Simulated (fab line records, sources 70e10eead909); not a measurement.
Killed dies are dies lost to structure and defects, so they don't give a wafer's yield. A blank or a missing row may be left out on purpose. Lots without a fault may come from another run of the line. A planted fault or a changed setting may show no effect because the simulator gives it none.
A struck lot beside a sound one | flow nand_harc | 14 steps out of a route of 1159
Sound: wafers L838.2, L838.3, L838.4. Struck: wafer L854.1. (L854.4 of the same lot was not struck and is left out.) The cause comes at the end.
At each step with rows: each side's tool, then ch and its chambers, then its first start. Under that, the readings that differ: sound wafers | struck wafers | difference of the means | sigmas: that difference in standard deviations of wafers without a fault.
alike: readings whose means differ by less than 2 such deviations, and words and numbers that are the same on both sides. not compared: withheld readings, readings that some wafer has no value for, bounds like >300 that may hide the same value, and numbers for which the record gives no deviation and whose values overlap.
The two part at a step that has a row with sigmas, a row that says differs or no value, or rows on one side only. Numbers that don't overlap but have no deviation are shown without sigmas and don't part them. A reading that every wafer of one side lacks parts them only if that side has two wafers or more.

NHARC_A_ZERO_WELL_INSPECT_17:
  sound on defect_inspect-01, day 7 01:19; struck on defect_inspect-01, day 11 02:41
  alike: raw_defect_count
then, 3 steps without rows for these wafers: NHARC_A_SOURCE_PLATE_PRECLEAN_00 (cleans in HF-LAST, time 60 s); NHARC_A_SOURCE_PLATE_SRD_01; NHARC_A_SOURCE_PLATE_OXIDE_02 (material SiO2, target thk 10 nm, ox time 1362 s).
NHARC_A_SOURCE_PLATE_THK_MEAS_09: measures by ellipsometry.
  sound on film_metro-02, day 7 08:41; struck on film_metro-01, day 11 10:03
  alike: thk_nm
then, 3 steps without rows for these wafers: NHARC_A_SOURCE_PLATE_PVD_04 (deposits WSi2, target thk 50 nm); NHARC_A_SOURCE_PLATE_CVD_03 (deposits poly-Si, target thk 200 nm, time 4000 s); NHARC_A_SOURCE_PLATE_ANNEAL_05 (time 1800 s).
NHARC_A_SOURCE_PLATE_THK_MEAS_06: measures by ellipsometry.
  sound on film_metro-02, day 7 21:42; struck on film_metro-01, day 11 23:37
  alike: thk_nm
NHARC_A_SOURCE_PLATE_INSPECT_08:
  sound on defect_inspect-02, day 7 21:48; struck on defect_inspect-01, day 11 23:41
  alike: raw_defect_count
NHARC_A_ONON_D1_DEP_00: target thk 1000 nm.
  sound on pecvd_onon-01 ch 0, day 7 21:56; struck on pecvd_onon-01 ch 0, day 11 23:45
NHARC_A_ONON_D1_THK_MEAS_02: measures by ellipsometry.
  sound on film_metro-02, day 7 22:24; struck on film_metro-01, day 12 00:16
  reading     | sound       | struck | difference | sigmas
  thk_nm (nm) | 996 997 996 | 1428   | +432       | +71
then, 1 step without rows for these wafers: NHARC_A_ONON_D1_DEP_03 (target thk 1000 nm).
-- the record jumps here: 12 days lie between the struck wafers' starts before and after (it left off in module A_ONON_D1 and takes up again in module END, whose first step shown is number 1159 of the route) --
NHARC_END_SORT_01:
  sound on prober-02 ch 0, day 20 06:21; struck on prober-01 ch 0, day 24 05:50
  reading         | sound    | struck | difference | sigmas
  killed_at_array | 34 31 32 | 675    | +643       | +80
  killed_dies     | 36 33 35 | 677    | +642       | +73
  alike: killed_at_other, killed_at_periphery, killed_open, killed_short

WHERE THEY PART
First at NHARC_A_ONON_D1_THK_MEAS_02; last, within this record, at NHARC_END_SORT_01.

WHY: what the simulator had put in
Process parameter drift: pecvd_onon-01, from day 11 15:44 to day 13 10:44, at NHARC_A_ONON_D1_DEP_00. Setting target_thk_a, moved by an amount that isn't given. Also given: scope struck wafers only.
